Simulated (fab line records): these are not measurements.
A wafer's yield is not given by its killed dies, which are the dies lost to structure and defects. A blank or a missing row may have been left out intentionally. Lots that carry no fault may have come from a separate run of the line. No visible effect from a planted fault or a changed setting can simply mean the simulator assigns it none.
Chamber matching / flow n5 finfet / rie diel-06 running N5_BEOL_M13_ETCH_68: 4 sister chambers
The step etches SOC in N2/H2, time 355 s. 4 wafers are shown with their chamber, then 7 later ones without.

WAFERS WITH THEIR CHAMBER
wafer=L081.1; chamber=0; showerhead plenum p Torr (Torr)=2.63
wafer=L088.6; chamber=2; showerhead plenum p Torr (Torr)=2.54
wafer=L097.3; chamber=1; showerhead plenum p Torr (Torr)=2.48
wafer=L097.4; chamber=3; showerhead plenum p Torr (Torr)=2.71

WAFERS MISSING THEIR CHAMBER
wafer=L097.5; showerhead plenum p Torr (Torr)=2.54
wafer=L092.1; showerhead plenum p Torr (Torr)=2.62
wafer=L092.2; showerhead plenum p Torr (Torr)=2.54
wafer=L092.5; showerhead plenum p Torr (Torr)=2.47
wafer=L093.1; showerhead plenum p Torr (Torr)=2.53
wafer=L093.4; showerhead plenum p Torr (Torr)=2.70
wafer=L093.5; showerhead plenum p Torr (Torr)=2.53

CHAMBER TAKEN BY EACH
wafer=L097.5; from the rows above=2; in truth=2
wafer=L092.1; from the rows above=0; in truth=0
wafer=L092.2; from the rows above=2; in truth=2
wafer=L092.5; from the rows above=1; in truth=1
wafer=L093.1; from the rows above=2; in truth=2
wafer=L093.4; from the rows above=3; in truth=3
wafer=L093.5; from the rows above=2; in truth=2
7 of 7 placed correctly. Number that these rows cannot place: 0. Wrongly placed: 0.
How it was worked out, from the rows above alone: a wafer's distance from a chamber is the root of the sum, over the readings, of the square of ((its reading less the chamber's mean) divided by the reading's scatter). If the next closest chamber is less than 2 further off than the closest, the wafer can't be placed; otherwise it belongs to the closest. Each chamber's mean is taken over the wafers shown for it. The scatter: root of mean squared gap, hidden wafer to nearest shown wafer, with one shown wafer a chamber.
